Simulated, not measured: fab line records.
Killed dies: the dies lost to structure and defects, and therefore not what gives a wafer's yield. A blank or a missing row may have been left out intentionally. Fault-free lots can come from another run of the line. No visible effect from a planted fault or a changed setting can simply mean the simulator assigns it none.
A struck lot beside a sound one    flow n5_finfet    15 steps out of a route of 1938
Sound: wafers L220.2, L220.3, L220.5. Struck: wafer L231.3. (L231.1, L231.5 of the same lot were not struck and are left out.) The cause comes at the end.
Each step with rows lists, per side, the tool, then ch with its chambers, then its first start. Under that, the readings that differ: sound wafers    struck wafers    difference of the means    sigmas: that difference in standard deviations of wafers without a fault.
alike: same words and numbers on both sides, and readings whose means sit less than 2 such deviations apart. not compared: any withheld reading, any reading some wafer has no value for, any bound like >300 that may hide the same value, and any number with overlapping values for which the record gives no deviation.
A row with sigmas, a row that says differs or no value, or rows on one side alone: a step with any of these is where the two part. When numbers do not overlap yet have no deviation, they are printed without sigmas and do not part them. Lack of a reading on every wafer of one side parts them only where that side has two or more wafers.

N5_BEOL_M10_STRIP_77: strips in N2/H2, time 10 s.
  sound: rie_diel-03 ch 1,2,3; struck: rie_diel-05 ch 3
  alike: drypump_motor_current_A, oes_product_au, rf_vpp_V, showerhead_plenum_p_Torr, throttle_valve_pct
  not compared: rf_hours_counter_h
N5_BEOL_M10_OCD_MEAS_38:
  sound on ocd-01 at day 13 14:09; struck on ocd-01 at day 16 23:10
  alike: trench_depth_nm
then, 4 steps without rows for these wafers: N5_BEOL_M10_HM_STRIP_39 (strips TiN in peroxide tin strip, target depth 25 nm, time 158 s); N5_BEOL_M10_SRD_40 (time 30 s); N5_BEOL_M10_PRECLEAN_42 (cleans in residue remover, time 60 s); N5_BEOL_M10_SRD_43 (time 30 s).
N5_BEOL_M10_CD_MEAS_35 targets a cd of 70 nm.
  sound on cd_sem-01 at day 13 14:19; struck on cd_sem-01 at day 16 23:19
  alike: cd_nm
N5_BEOL_M10_CURE_72: cures SiCOH lowk, time 120 s.
  sound on uv_cure-03 ch 1, day 13 14:30; struck on uv_cure-03 ch 0, day 16 23:22
  alike: lamp_power_pct, wafer_temp_C_max
N5_BEOL_M10_DEGAS_44: time 60 s.
  sound on pvd_sputter-01 at day 13 15:10; struck on pvd_sputter-03 at day 16 23:59
  alike: heater_power_w
N5_BEOL_M10_PRE_CLEAN_45: time 30 s.
  sound on pvd_sputter-01 at day 13 15:12; struck on pvd_sputter-03 at day 17 00:02
  alike: heater_power_w
N5_BEOL_M10_ALD_74: deposits TaN, target thk 2 nm, pulse time 2 s, purge time 3 s.
  sound on ald_metal-04 ch 0,3, day 13 15:16; struck on ald_metal-03 ch 3, day 17 00:05
  alike: heater_power_w, mfc_carrier_sccm
after that, 1 step had no rows for these wafers: N5_BEOL_M10_SURFACE_TREAT_76.
N5_BEOL_M10_CVD_75: deposits Co from CCTBA/H2, target thk 2 nm, time 138.9 s.
  sound on cvd_co-02 ch 0,1, day 13 15:55; struck on cvd_co-02 ch 1, day 17 00:34
reading           sound              struck  difference  sigmas
run_length_s (s)  161.8 161.6 161.6  111.4   -50.3       -99 or more
then, 2 steps without rows for these wafers: N5_BEOL_M10_SPUTTER_48 (material Cu, target thk 12 nm, time 2 s); N5_PASSIVATION_PROBE_49.

WHERE THEY PART
N5_BEOL_M10_CVD_75 only, going by this record.

WHY: what the simulator had put in
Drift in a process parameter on cvd_co-02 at N5_BEOL_M10_CVD_75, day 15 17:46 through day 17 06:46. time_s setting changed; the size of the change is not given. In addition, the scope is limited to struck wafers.
